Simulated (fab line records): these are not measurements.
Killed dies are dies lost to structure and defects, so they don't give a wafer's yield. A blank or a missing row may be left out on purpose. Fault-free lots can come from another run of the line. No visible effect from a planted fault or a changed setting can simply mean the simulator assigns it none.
fab line records :: flow nandHarc :: part 2 of 2: steps 23 to 32 of 32
record:
  lots: 5
  wafers: 15
  lastDay: 33
route steps=1302 shown A_M1@1177 A_BONDPAD@1202
lots untouched by any fault: they come from a run of this same line in which no faults occurred
startH: hours from the record's first day to the start of the lot's first wafer shown :: waitH: time in hours since the lot's previous step :: " repeats the value in the row above :: L1.1+2: a single row standing in for several wafers :: - no value, or no start was given :: * or withheld: withheld :: < > ~ a bound
route shown NAME@n: names a module that has steps shown in the file, with the first one's number in the route :: usual: average and standard deviation across the fault-free wafers :: same: alike in all rows :: chamber/n: place in a boat :: sites: per-site readings :: _std_site: how widely they spread, as a standard deviation :: _edge_site: mean of outer sites minus mean of inner sites :: radiusMm: for every site, how far away it sits from the centre of the wafer :: mask NAME#n: copy n :: behind: the tool/chamber that last shaped the wafer :: hold: the reason the lot was held/the length of the hold in hours/how it ended :: device: which transistor (n, p or np) failed to switch :: end of line: tests of these same wafers at the route's end :: a step without rows: its recipe alone :: killed: not the wafer's yield, but the dies lost to structure and defects at the first sort :: map: per-die view of a wafer (x killed, . not killed, _ where there is no die)
set.NAME: the setting as run; set.NAME@STEP: as run at that earlier step :: model.NAME: the simulator's own value behind a step, which no gauge read
certain route steps with their lots: each step a table, each wafer a row
services: the hour from which a tool's chamber was out of use, counted from the record's first day as startH (under 0 if before that day), plus the number of hours and why
== steps ==
step: NHARC_A_M1_PRE_CLEAN_32
recipe:
  timeS: 12
  tempC: 370
  rfPowerW: 300
  gas: NH3
usual:
  heaterPowerW: 670/78
  susceptorTempC: 369.96/0.2
lot.wafer: L078.1
tool: pecvd-02
chamber: 1
startH: 563.47
waitH: 0.1
heaterPowerW: 678
susceptorTempC: 369.81

lot.wafer: L078.6
tool: pecvd-02
chamber: 2
startH: 563.47
waitH: 0.1
heaterPowerW: 710
susceptorTempC: 369.94

lot.wafer: L078.5
tool: pecvd-02
chamber: 0
startH: 563.47
waitH: 0.1
heaterPowerW: 597
susceptorTempC: 369.93

lot.wafer: L080.2
tool: pecvd-04
chamber: 0
startH: 595.45
waitH: 0.1
heaterPowerW: 661
susceptorTempC: 369.83

lot.wafer: L080.4
tool: pecvd-04
chamber: 1
startH: 595.45
waitH: 0.1
heaterPowerW: 762
susceptorTempC: 370.19

lot.wafer: L080.5
tool: pecvd-04
chamber: 2
startH: 595.45
waitH: 0.1
heaterPowerW: 632
susceptorTempC: 370.55

lot.wafer: L082.4
tool: pecvd-02
chamber: 1
startH: 605.70
waitH: 0.1
heaterPowerW: 622
susceptorTempC: 369.92

lot.wafer: L082.3
tool: pecvd-02
chamber: 0
startH: 605.70
waitH: 0.1
heaterPowerW: 616
susceptorTempC: 369.79

lot.wafer: L082.6
tool: pecvd-02
chamber: 0
startH: 605.70
waitH: 0.1
heaterPowerW: 618
susceptorTempC: 369.71

lot.wafer: L085.2
tool: pecvd-01
chamber: 1
startH: 636.27
waitH: 0.1
heaterPowerW: 602
susceptorTempC: 370.18

lot.wafer: L085.3
tool: pecvd-01
chamber: 2
startH: 636.27
waitH: 0.1
heaterPowerW: 866
susceptorTempC: 370.09

lot.wafer: L085.5
tool: pecvd-01
chamber: 0
startH: 636.27
waitH: 0.1
heaterPowerW: 605
susceptorTempC: 370.05

lot.wafer: L095.1
tool: pecvd-04
chamber: 1
startH: 750.38
waitH: 0.1
heaterPowerW: 655
susceptorTempC: 370.12

lot.wafer: L095.6
tool: pecvd-04
chamber: 1
startH: 750.38
waitH: 0.1
heaterPowerW: 676
susceptorTempC: 369.99

lot.wafer: L095.5
tool: pecvd-04
chamber: 2
startH: 750.38
waitH: 0.1
heaterPowerW: 650
susceptorTempC: 369.95
step: NHARC_A_M1_DEP_33
recipe:
  targetThkA: 300
  tempC: 370
  targetThkNm: 30
  pressureTorr: 3
  flowSccm: 200
  rfW: 450
  material: SiCN
usual:
  heaterPowerW: 627/82
  showerheadVppV: 1293/49
  susceptorTempC: 369.98/0.22
lot.wafer: L078.1
tool: pecvd-02
chamber: 1
startH: 563.55
waitH: 0.1
heaterPowerW: 667
showerheadVppV: 1248
susceptorTempC: 370.36

lot.wafer: L078.6
tool: pecvd-02
chamber: 2
startH: 563.55
waitH: 0.1
heaterPowerW: 576
showerheadVppV: 1343
susceptorTempC: 369.85

lot.wafer: L078.5
tool: pecvd-02
chamber: 0
startH: 563.55
waitH: 0.1
heaterPowerW: 597
showerheadVppV: 1245
susceptorTempC: 369.40

lot.wafer: L080.2
tool: pecvd-04
chamber: 0
startH: 595.59
waitH: 0.1
heaterPowerW: 651
showerheadVppV: 1270
susceptorTempC: 370.13

lot.wafer: L080.4
tool: pecvd-04
chamber: 1
startH: 595.59
waitH: 0.1
heaterPowerW: 704
showerheadVppV: 1277
susceptorTempC: 370.39

lot.wafer: L080.5
tool: pecvd-04
chamber: 2
startH: 595.59
waitH: 0.1
heaterPowerW: 606
showerheadVppV: 1315
susceptorTempC: 370.15

lot.wafer: L082.4
tool: pecvd-02
chamber: 1
startH: 605.90
waitH: 0.2
heaterPowerW: 567
showerheadVppV: 1226
susceptorTempC: 370.12

lot.wafer: L082.3
tool: pecvd-02
chamber: 0
startH: 605.90
waitH: 0.2
heaterPowerW: 571
showerheadVppV: 1243
susceptorTempC: 370.08

lot.wafer: L082.6
tool: pecvd-02
chamber: 0
startH: 605.90
waitH: 0.2
heaterPowerW: 567
showerheadVppV: 1255
susceptorTempC: 369.95

lot.wafer: L085.2
tool: pecvd-01
chamber: 1
startH: 636.37
waitH: 0.1
heaterPowerW: 570
showerheadVppV: 1349
susceptorTempC: 370.20

lot.wafer: L085.3
tool: pecvd-01
chamber: 2
startH: 636.37
waitH: 0.1
heaterPowerW: 756
showerheadVppV: 1382
susceptorTempC: 369.89

lot.wafer: L085.5
tool: pecvd-01
chamber: 0
startH: 636.37
waitH: 0.1
heaterPowerW: 501
showerheadVppV: 1238
susceptorTempC: 369.82

lot.wafer: L095.1
tool: pecvd-04
chamber: 1
startH: 750.49
waitH: 0.1
heaterPowerW: 734
showerheadVppV: 1287
susceptorTempC: 369.92

lot.wafer: L095.6
tool: pecvd-04
chamber: 1
startH: 750.49
waitH: 0.1
heaterPowerW: 723
showerheadVppV: 1283
susceptorTempC: 370.10

lot.wafer: L095.5
tool: pecvd-04
chamber: 2
startH: 750.49
waitH: 0.1
heaterPowerW: 577
showerheadVppV: 1306
susceptorTempC: 369.75
step: NHARC_A_BONDPAD_DEP_00
recipe:
  targetThkA: 2500
  tempC: 370
  targetThkNm: 250
  pressureTorr: 3
  flowSccm: 200
  rfW: 450
  material: SiCN
usual:
  heaterPowerW: 574/78
  showerheadVppV: 1278/55
  susceptorTempC: 370.02/0.21
lot.wafer: L078.1
tool: pecvd-03
chamber: 2
startH: 564.19
waitH: -
heaterPowerW: 666
showerheadVppV: 1358
susceptorTempC: 369.95

lot.wafer: L078.5
tool: pecvd-03
chamber: 0
startH: 564.19
waitH: -
heaterPowerW: 464
showerheadVppV: 1195
susceptorTempC: 369.84

lot.wafer: L078.6
tool: pecvd-03
chamber: 2
startH: 564.19
waitH: -
heaterPowerW: 677
showerheadVppV: 1335
susceptorTempC: 370.03

lot.wafer: L080.2
tool: pecvd-03
chamber: 1
startH: 596.18
waitH: -
heaterPowerW: 495
showerheadVppV: 1309
susceptorTempC: 370.20

lot.wafer: L080.5
tool: pecvd-03
chamber: 2
startH: 596.18
waitH: -
heaterPowerW: 686
showerheadVppV: 1321
susceptorTempC: 369.82

lot.wafer: L080.4
tool: pecvd-03
chamber: 0
startH: 596.18
waitH: -
heaterPowerW: 559
showerheadVppV: 1188
susceptorTempC: 370.09

lot.wafer: L082.3
tool: pecvd-03
chamber: 1
startH: 606.46
waitH: -
heaterPowerW: 479
showerheadVppV: 1283
susceptorTempC: 370.04

lot.wafer: L082.6
tool: pecvd-03
chamber: 1
startH: 606.46
waitH: -
heaterPowerW: 476
showerheadVppV: 1296
susceptorTempC: 370.02

lot.wafer: L082.4
tool: pecvd-03
chamber: 2
startH: 606.46
waitH: -
heaterPowerW: 596
showerheadVppV: 1361
susceptorTempC: 370.20

lot.wafer: L085.2
tool: pecvd-03
chamber: 2
startH: 636.93
waitH: -
heaterPowerW: 688
showerheadVppV: 1323
susceptorTempC: 370.29

lot.wafer: L085.3
tool: pecvd-03
chamber: 0
startH: 636.93
waitH: -
heaterPowerW: 502
showerheadVppV: 1202
susceptorTempC: 369.91

lot.wafer: L085.5
tool: pecvd-03
chamber: 1
startH: 636.93
waitH: -
heaterPowerW: 459
showerheadVppV: 1301
susceptorTempC: 369.93

lot.wafer: L095.1
tool: pecvd-02
chamber: 1
startH: 751.09
waitH: -
heaterPowerW: 637
showerheadVppV: 1241
susceptorTempC: 370.30

lot.wafer: L095.5
tool: pecvd-02
chamber: 0
startH: 751.09
waitH: -
heaterPowerW: 575
showerheadVppV: 1246
susceptorTempC: 369.74

lot.wafer: L095.6
tool: pecvd-02
chamber: 1
startH: 751.09
waitH: -
heaterPowerW: 650
showerheadVppV: 1212
susceptorTempC: 369.73
step: NHARC_A_BONDPAD_CMP_29
recipe:
  targetThkNm: 200
  material: SiCN
usual:
  motorCurrentA: 12.9/1.1
  slurryFlowMlMin: 150.0/0.49
lot.wafer: L078.1
tool: cmp-02
chamber: 1
startH: 564.51
waitH: -
motorCurrentA: 11.8
slurryFlowMlMin: 150.5

lot.wafer: L078.6
tool: cmp-02
chamber: 1
startH: 564.51
waitH: -
motorCurrentA: 11.5
slurryFlowMlMin: 149.5

lot.wafer: L078.5
tool: cmp-02
chamber: 2
startH: 564.51
waitH: -
motorCurrentA: 13.0
slurryFlowMlMin: 149.6

lot.wafer: L080.2
tool: cmp-02
chamber: 2
startH: 596.54
waitH: -
motorCurrentA: 13.5
slurryFlowMlMin: 150.6

lot.wafer: L080.4
tool: cmp-02
chamber: 3
startH: 596.54
waitH: -
motorCurrentA: 13.1
slurryFlowMlMin: 150.5

lot.wafer: L080.5
tool: cmp-02
chamber: 0
startH: 596.54
waitH: -
motorCurrentA: 14.5
slurryFlowMlMin: 148.5

lot.wafer: L082.3
tool: cmp-01
chamber: 3
startH: 606.89
waitH: -
motorCurrentA: 11.3
slurryFlowMlMin: 149.8

lot.wafer: L082.4
tool: cmp-01
chamber: 1
startH: 606.89
waitH: -
motorCurrentA: 14.4
slurryFlowMlMin: 150.2

lot.wafer: L082.6
tool: cmp-01
chamber: 2
startH: 606.89
waitH: -
motorCurrentA: 11.1
slurryFlowMlMin: 150.8

lot.wafer: L085.3
tool: cmp-03
chamber: 2
startH: 637.29
waitH: -
motorCurrentA: 13.6
slurryFlowMlMin: 149.3

lot.wafer: L085.2
tool: cmp-03
chamber: 3
startH: 637.29
waitH: -
motorCurrentA: 11.5
slurryFlowMlMin: 150.2

lot.wafer: L085.5
tool: cmp-03
chamber: 3
startH: 637.29
waitH: -
motorCurrentA: 11.6
slurryFlowMlMin: 150.2

lot.wafer: L095.1
tool: cmp-02
chamber: 0
startH: 751.41
waitH: -
motorCurrentA: 13.7
slurryFlowMlMin: 150.6

lot.wafer: L095.6
tool: cmp-02
chamber: 0
startH: 751.41
waitH: -
motorCurrentA: 14.5
slurryFlowMlMin: 151.2

lot.wafer: L095.5
tool: cmp-02
chamber: 1
startH: 751.41
waitH: -
motorCurrentA: 11.7
slurryFlowMlMin: 149.6
step: NHARC_A_BONDPAD_THK_MEAS_30
recipe:
  thkMeasGauge: ellipsometry
usual:
  thkNm: 200.2/1.9
lot.wafer: L078.1
tool: filmMetro-02
chamber: -
startH: 564.76
waitH: 0.2
thkNm: 202.3

lot.wafer: L078.5
tool: filmMetro-02
chamber: -
startH: 564.76
waitH: 0.2
thkNm: 199.6

lot.wafer: L078.6
tool: filmMetro-02
chamber: -
startH: 564.76
waitH: 0.2
thkNm: 202.9

lot.wafer: L080.2
tool: filmMetro-02
chamber: -
startH: 596.74
waitH: 0.2
thkNm: 202.8

lot.wafer: L080.4
tool: filmMetro-02
chamber: -
startH: 596.74
waitH: 0.2
thkNm: 200.3

lot.wafer: L080.5
tool: filmMetro-02
chamber: -
startH: 596.74
waitH: 0.2
thkNm: 198.4

lot.wafer: L082.3
tool: filmMetro-01
chamber: -
startH: 607.11
waitH: 0.2
thkNm: 197.4

lot.wafer: L082.4
tool: filmMetro-01
chamber: -
startH: 607.11
waitH: 0.2
thkNm: 197.6

lot.wafer: L082.6
tool: filmMetro-01
chamber: -
startH: 607.11
waitH: 0.2
thkNm: 198.6

lot.wafer: L085.2
tool: filmMetro-01
chamber: -
startH: 637.54
waitH: 0.2
thkNm: 200.3

lot.wafer: L085.3
tool: filmMetro-01
chamber: -
startH: 637.54
waitH: 0.2
thkNm: 197.2

lot.wafer: L085.5
tool: filmMetro-01
chamber: -
startH: 637.54
waitH: 0.2
thkNm: 198.4

lot.wafer: L095.1
tool: filmMetro-02
chamber: -
startH: 751.66
waitH: 0.2
thkNm: 198.9

lot.wafer: L095.5
tool: filmMetro-02
chamber: -
startH: 751.66
waitH: 0.2
thkNm: 203.6

lot.wafer: L095.6
tool: filmMetro-02
chamber: -
startH: 751.66
waitH: 0.2
thkNm: 199.1
step: NHARC_A_BONDPAD_SRD_31
lot.wafer: L078.6+5+1
tool: wetBench-08
chamber: 0,1,3
startH: 564.80
waitH: 0.0

lot.wafer: L080.5+2+4
tool: wetBench-08
chamber: 5,0,1
startH: 596.79
waitH: 0.0

lot.wafer: L082.3+4+6
tool: wetBench-08
chamber: 4,6,7
startH: 607.16
waitH: 0.0

lot.wafer: L085.2+5+3
tool: wetBench-08
chamber: 7,0,3
startH: 637.58
waitH: 0.0

lot.wafer: L095.6+5+1
tool: wetBench-08
chamber: 5,7,2
startH: 751.72
waitH: 0.1
step: NHARC_A_BONDPAD_DEHYDRATE_01
recipe:
  tempC: 150
  timeS: 120
usual:
  exhaustPa: 45.1/0.84
  plateTempC: 149.99/0.15
lot.wafer: L078.1
tool: lithoTrack-02
chamber: 0
startH: 564.88
waitH: 0.1
exhaustPa: 43.6
plateTempC: 149.88

lot.wafer: L078.5
tool: lithoTrack-02
chamber: 0
startH: 564.88
waitH: 0.1
exhaustPa: 44.2
plateTempC: 149.74

lot.wafer: L078.6
tool: lithoTrack-02
chamber: 0
startH: 564.88
waitH: 0.1
exhaustPa: 44.4
plateTempC: 149.96

lot.wafer: L080.2
tool: lithoTrack-07
chamber: 0
startH: 596.86
waitH: 0.1
exhaustPa: 45.0
plateTempC: 150.05

lot.wafer: L080.4
tool: lithoTrack-07
chamber: 0
startH: 596.86
waitH: 0.1
exhaustPa: 44.7
plateTempC: 149.87

lot.wafer: L080.5
tool: lithoTrack-07
chamber: 0
startH: 596.86
waitH: 0.1
exhaustPa: 45.0
plateTempC: 149.92

lot.wafer: L082.3
tool: lithoTrack-02
chamber: 0
startH: 607.24
waitH: 0.1
exhaustPa: 43.2
plateTempC: 149.96

lot.wafer: L082.4
tool: lithoTrack-02
chamber: 0
startH: 607.24
waitH: 0.1
exhaustPa: 44.0
plateTempC: 149.90

lot.wafer: L082.6
tool: lithoTrack-02
chamber: 0
startH: 607.24
waitH: 0.1
exhaustPa: 44.4
plateTempC: 150.07

lot.wafer: L085.2
tool: lithoTrack-02
chamber: 0
startH: 637.66
waitH: 0.1
exhaustPa: 43.5
plateTempC: 150.09

lot.wafer: L085.3
tool: lithoTrack-02
chamber: 0
startH: 637.66
waitH: 0.1
exhaustPa: 45.6
plateTempC: 149.97

lot.wafer: L085.5
tool: lithoTrack-02
chamber: 0
startH: 637.66
waitH: 0.1
exhaustPa: 44.2
plateTempC: 149.89

lot.wafer: L095.1
tool: lithoTrack-03
chamber: 0
startH: 751.80
waitH: 0.1
exhaustPa: 44.4
plateTempC: 149.80

lot.wafer: L095.5
tool: lithoTrack-03
chamber: 0
startH: 751.80
waitH: 0.1
exhaustPa: 45.6
plateTempC: 150.18

lot.wafer: L095.6
tool: lithoTrack-03
chamber: 0
startH: 751.80
waitH: 0.1
exhaustPa: 45.5
plateTempC: 150.01
step: NHARC_A_BONDPAD_HMDS_02
recipe:
  timeS: 30
usual:
  exhaustPa: 44.7/0.93
lot.wafer: L078.1
tool: lithoTrack-02
chamber: 0
startH: -
waitH: -
exhaustPa: 42.9

lot.wafer: L078.5
tool: lithoTrack-02
chamber: 0
startH: -
waitH: -
exhaustPa: 43.7

lot.wafer: L078.6
tool: lithoTrack-02
chamber: 0
startH: -
waitH: -
exhaustPa: 45.1

lot.wafer: L080.2
tool: lithoTrack-07
chamber: 0
startH: -
waitH: -
exhaustPa: 45.1

lot.wafer: L080.4
tool: lithoTrack-07
chamber: 0
startH: -
waitH: -
exhaustPa: 44.5

lot.wafer: L080.5
tool: lithoTrack-07
chamber: 0
startH: -
waitH: -
exhaustPa: 44.1

lot.wafer: L082.3
tool: lithoTrack-02
chamber: 0
startH: -
waitH: -
exhaustPa: 45.6

lot.wafer: L082.4
tool: lithoTrack-02
chamber: 0
startH: -
waitH: -
exhaustPa: 44.5

lot.wafer: L082.6
tool: lithoTrack-02
chamber: 0
startH: -
waitH: -
exhaustPa: 46.1

lot.wafer: L085.2
tool: lithoTrack-02
chamber: 0
startH: -
waitH: -
exhaustPa: 44.1

lot.wafer: L085.3
tool: lithoTrack-02
chamber: 0
startH: -
waitH: -
exhaustPa: 44.5

lot.wafer: L085.5
tool: lithoTrack-02
chamber: 0
startH: -
waitH: -
exhaustPa: 43.8

lot.wafer: L095.1
tool: lithoTrack-03
chamber: 0
startH: -
waitH: -
exhaustPa: 46.4

lot.wafer: L095.5
tool: lithoTrack-03
chamber: 0
startH: -
waitH: -
exhaustPa: 45.3

lot.wafer: L095.6
tool: lithoTrack-03
chamber: 0
startH: -
waitH: -
exhaustPa: 44.8
step: NHARC_A_BONDPAD_COAT_33
recipe:
  tempC: 200
  timeS: 65
usual:
  exhaustPa: 44.9/0.99
  plateTempC: 200.01/0.17
lot.wafer: L078.1
tool: lithoTrack-02
chamber: 0
startH: -
waitH: -
exhaustPa: 45.5
plateTempC: 200.30

lot.wafer: L078.5
tool: lithoTrack-02
chamber: 0
startH: -
waitH: -
exhaustPa: 44.0
plateTempC: 200.05

lot.wafer: L078.6
tool: lithoTrack-02
chamber: 0
startH: -
waitH: -
exhaustPa: 44.7
plateTempC: 199.98

lot.wafer: L080.2
tool: lithoTrack-07
chamber: 0
startH: -
waitH: -
exhaustPa: 43.2
plateTempC: 200.21

lot.wafer: L080.4
tool: lithoTrack-07
chamber: 0
startH: -
waitH: -
exhaustPa: 43.5
plateTempC: 200.09

lot.wafer: L080.5
tool: lithoTrack-07
chamber: 0
startH: -
waitH: -
exhaustPa: 43.6
plateTempC: 200.34

lot.wafer: L082.3
tool: lithoTrack-02
chamber: 0
startH: -
waitH: -
exhaustPa: 45.1
plateTempC: 199.90

lot.wafer: L082.4
tool: lithoTrack-02
chamber: 0
startH: -
waitH: -
exhaustPa: 45.8
plateTempC: 199.84

lot.wafer: L082.6
tool: lithoTrack-02
chamber: 0
startH: -
waitH: -
exhaustPa: 43.8
plateTempC: 199.74

lot.wafer: L085.2
tool: lithoTrack-02
chamber: 0
startH: -
waitH: -
exhaustPa: 44.9
plateTempC: 200.40

lot.wafer: L085.3
tool: lithoTrack-02
chamber: 0
startH: -
waitH: -
exhaustPa: 45.0
plateTempC: 200.19

lot.wafer: L085.5
tool: lithoTrack-02
chamber: 0
startH: -
waitH: -
exhaustPa: 45.2
plateTempC: 200.31

lot.wafer: L095.1
tool: lithoTrack-03
chamber: 0
startH: -
waitH: -
exhaustPa: 45.9
plateTempC: 200.04

lot.wafer: L095.5
tool: lithoTrack-03
chamber: 0
startH: -
waitH: -
exhaustPa: 43.9
plateTempC: 200.05

lot.wafer: L095.6
tool: lithoTrack-03
chamber: 0
startH: -
waitH: -
exhaustPa: 45.6
plateTempC: 200.02
step: NHARC_A_BONDPAD_COAT_03
recipe:
  spinRpm: 2000
  resistThkNm: 600
usual:
  exhaustPa: 44.9/0.93
lot.wafer: L078.1
tool: lithoTrack-02
chamber: 0
startH: -
waitH: -
exhaustPa: 45.8

lot.wafer: L078.5
tool: lithoTrack-02
chamber: 0
startH: -
waitH: -
exhaustPa: 44.5

lot.wafer: L078.6
tool: lithoTrack-02
chamber: 0
startH: -
waitH: -
exhaustPa: 45.0

lot.wafer: L080.2
tool: lithoTrack-07
chamber: 0
startH: -
waitH: -
exhaustPa: 44.1

lot.wafer: L080.4
tool: lithoTrack-07
chamber: 0
startH: -
waitH: -
exhaustPa: 44.9

lot.wafer: L080.5
tool: lithoTrack-07
chamber: 0
startH: -
waitH: -
exhaustPa: 44.2

lot.wafer: L082.3
tool: lithoTrack-02
chamber: 0
startH: -
waitH: -
exhaustPa: 45.0

lot.wafer: L082.4
tool: lithoTrack-02
chamber: 0
startH: -
waitH: -
exhaustPa: 46.1

lot.wafer: L082.6
tool: lithoTrack-02
chamber: 0
startH: -
waitH: -
exhaustPa: 44.5

lot.wafer: L085.2
tool: lithoTrack-02
chamber: 0
startH: -
waitH: -
exhaustPa: 44.9

lot.wafer: L085.3
tool: lithoTrack-02
chamber: 0
startH: -
waitH: -
exhaustPa: 44.2

lot.wafer: L085.5
tool: lithoTrack-02
chamber: 0
startH: -
waitH: -
exhaustPa: 44.5

lot.wafer: L095.1
tool: lithoTrack-03
chamber: 0
startH: -
waitH: -
exhaustPa: 44.1

lot.wafer: L095.5
tool: lithoTrack-03
chamber: 0
startH: -
waitH: -
exhaustPa: 45.6

lot.wafer: L095.6
tool: lithoTrack-03
chamber: 0
startH: -
waitH: -
exhaustPa: 45.0
== services ==
tool: rieDiel-08
chamber: -
startH: 544.81
hours: 9.0
kind: pm

tool: pecvd-03
chamber: -
startH: 549.41
hours: 13.0
kind: pm

tool: rieDiel-08
chamber: 0
startH: 560.33
hours: 6.0
kind: repair

tool: pvdSputter-03
chamber: -
startH: 565.34
hours: 10.0
kind: pm

tool: pecvd-02
chamber: 0
startH: 569.85
hours: 11.1
kind: repair

tool: lithoTrack-02
chamber: -
startH: 577.00
hours: 7.0
kind: pm

tool: pvdSputter-01
chamber: -
startH: 582.01
hours: 10.0
kind: pm

tool: rieDiel-05
chamber: -
startH: 583.60
hours: 9.0
kind: pm

tool: rieDiel-08
chamber: 0
startH: 584.50
hours: 4.0
kind: repair

tool: pecvd-02
chamber: -
startH: 589.03
hours: 13.0
kind: pm

tool: lithoTrack-07
chamber: -
startH: 601.00
hours: 7.0
kind: pm

tool: rieDiel-12
chamber: -
startH: 622.40
hours: 9.0
kind: pm

tool: rieDiel-08
chamber: -
startH: 623.87
hours: 1.1
kind: repair

tool: cmp-02
chamber: -
startH: 624.60
hours: 4.0
kind: pm

tool: lithoTrack-03
chamber: -
startH: 625.00
hours: 7.0
kind: pm

tool: wetBench-08
chamber: -
startH: 646.40
hours: 8.0
kind: pm

tool: pvdSputter-01
chamber: -
startH: 654.64
hours: 2.0
kind: repair

tool: pvdSputter-01
chamber: -
startH: 659.33
hours: 2.8
kind: repair

tool: wetBench-10
chamber: -
startH: 663.20
hours: 8.0
kind: pm

tool: lithoTrack-01
chamber: -
startH: 680.00
hours: 7.0
kind: pm

tool: rieDiel-08
chamber: 2
startH: 714.36
hours: 5.9
kind: repair

tool: rieDiel-08
chamber: -
startH: 721.81
hours: 9.0
kind: pm

tool: cmp-02
chamber: -
startH: 722.62
hours: 4.0
kind: pm

tool: pvdSputter-01
chamber: -
startH: 737.87
hours: 2.6
kind: repair
